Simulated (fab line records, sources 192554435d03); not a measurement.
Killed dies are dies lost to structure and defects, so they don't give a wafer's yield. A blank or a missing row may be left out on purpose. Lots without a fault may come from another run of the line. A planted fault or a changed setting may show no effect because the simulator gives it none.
A struck lot beside a sound one | flow n5_finfet | 39 steps out of a route of 1938
Sound: wafers L667.1, L667.5, L667.6. Struck: wafer L664.2. (L664.1, L664.5 of the same lot were not struck and are left out.) The cause comes at the end.
At each step with rows: each side's tool, then ch and its chambers, then its first start. Under that, the readings that differ: sound wafers | struck wafers | difference of the means | sigmas: that difference in standard deviations of wafers without a fault.
alike: readings whose means differ by less than 2 such deviations, and words and numbers that are the same on both sides. not compared: withheld readings, readings that some wafer has no value for, bounds like >300 that may hide the same value, and numbers for which the record gives no deviation and whose values overlap.
The two part at a step that has a row with sigmas, a row that says differs or no value, or rows on one side only. Numbers that don't overlap but have no deviation are shown without sigmas and don't part them. A reading that every wafer of one side lacks parts them only if that side has two wafers or more.

first, 10 steps without rows for these wafers: N5_BEOL_M1_STRIP_36 (strips in N2/H2); N5_BEOL_M1_TRENCH_ETCH_37 (etches SiOC in C4F6/O2, target depth 55.207 nm, time 29 s); N5_BEOL_M1_ETCH_41 (etches SiCN in CH3F/O2, target depth 31.9 nm, time 57.8 s); N5_BEOL_M1_STRIP_97 (strips in N2/H2, time 10 s); N5_BEOL_M1_HM_STRIP_39 (strips TiN in peroxide tin strip, target depth 25 nm, time 158 s); N5_BEOL_M1_SRD_40 (time 30 s); N5_BEOL_M1_PRECLEAN_42 (cleans in residue remover, time 60 s); N5_BEOL_M1_SRD_43 (time 30 s); N5_BEOL_M1_DEGAS_44 (time 60 s); N5_BEOL_M1_PRE_CLEAN_45 (time 30 s).
N5_BEOL_M1_ALD_84: deposits TaN, pulse time 2 s, purge time 3 s, co reactant purge time 2 s.
  sound on ald_metal-03 ch 1,2, day 11 06:55; struck on ald_metal-04 ch 3, day 10 16:41
  reading    | sound    | struck | difference | sigmas
  ald_cycles | 30 30 30 | 22     | -8         |
  alike: heater_power_w
  not compared: model.TaN_of_BEOL_M1_ALD_84.thk_nm
then, 26 steps without rows for these wafers: N5_BEOL_M1_SURFACE_TREAT_85; N5_BEOL_M1_CVD_47 (deposits Co from CCTBA/H2, target thk 3 nm, time 223.8 s); N5_BEOL_M1_SPUTTER_48 (material Cu, target thk 4.5 nm, time 8.29 s); N5_BEOL_M1_ANNEAL_49 (time 240 s); N5_BEOL_M1_SPUTTER_79 (material Cu, target thk 4.5 nm, time 8.29 s); N5_BEOL_M1_ANNEAL_80 (time 240 s); N5_BEOL_M1_SPUTTER_81 (material Cu, target thk 4.5 nm, time 8.29 s); N5_BEOL_M1_ANNEAL_82 (time 240 s); N5_BEOL_M1_SPUTTER_86 (material Cu, target thk 4.5 nm, time 8.29 s); N5_BEOL_M1_ANNEAL_87 (time 240 s); N5_BEOL_M1_SPUTTER_88 (material Cu, target thk 4.5 nm, time 8.29 s); N5_BEOL_M1_ANNEAL_89 (time 240 s); N5_BEOL_M1_SPUTTER_90 (material Cu, target thk 4.5 nm, time 8.29 s); N5_BEOL_M1_ANNEAL_91 (time 240 s); N5_BEOL_M1_SPUTTER_92 (material Cu, target thk 4.5 nm, time 8.29 s); N5_BEOL_M1_ANNEAL_93 (time 240 s); N5_BEOL_M1_SPUTTER_94 (material Cu, target thk 4.5 nm, time 8.29 s); N5_BEOL_M1_ANNEAL_95 (time 240 s); N5_BEOL_M1_SPUTTER_96 (material Cu, target thk 4.5 nm, time 8.29 s); N5_BEOL_M1_ECD_50 (material Cu, target thk 300 nm); N5_BEOL_M1_ANNEAL_51 (time 90 s); N5_BEOL_M1_CMP_52 (polishes, stops on SiOC, t overpolish 6.8 s, target thk 40 nm); N5_BEOL_M1_PRE_CLEAN_60 (time 15 s); N5_BEOL_M1_CO_CAP_55 (material Co, precursor CCTBA/H2, target thk 2 nm, time 102.1 s); N5_BEOL_M1_PRE_CLEAN_56 (time 15 s); N5_BEOL_M1_DEP_57 (deposits SiCN from 3MS/NH3, target thk 8 nm, time 14 s).
N5_BEOL_M4_RC_MEAS_101:
  sound on prober-02 ch 0, day 12 23:56; struck on prober-02 ch 0, day 11 23:51
  reading                      | sound                    | struck   | difference | sigmas
  CHAIN_V0 (ohm/link)          | 232 239 243              | 192      | -46        | -5
  CHAIN_V0_max_site (ohm/link) | 239 248 257              | 198      | -50        | -5
  COMB_M1 (S/m)                | 5.2e-11 6.9e-11 5.6e-11  | 1.18e-10 | +5.90e-11  | +5
  COMB_M1_max_site (S/m)       | 7.2e-11 1.05e-10 8.8e-11 | 1.93e-10 | +1.05e-10  | +5
  alike: DIBL_N, DIBL_P, IOFF_N, IOFF_P, ION_N, ION_P, SS_N, SS_P, VT_N, VT_P
-- the record jumps here: 4 days lie between the struck wafers' starts before and after (it left off in module BEOL_M4 and takes up again in module PASSIVATION, whose first step shown is number 1936 of the route) --
N5_PASSIVATION_PROBE_49:
  the record has rows for the struck wafers here (prober-02, day 16 05:23) and none for the sound ones

WHERE THEY PART
First at N5_BEOL_M4_RC_MEAS_101; last, within this record, at N5_PASSIVATION_PROBE_49.

WHY: what the simulator had put in
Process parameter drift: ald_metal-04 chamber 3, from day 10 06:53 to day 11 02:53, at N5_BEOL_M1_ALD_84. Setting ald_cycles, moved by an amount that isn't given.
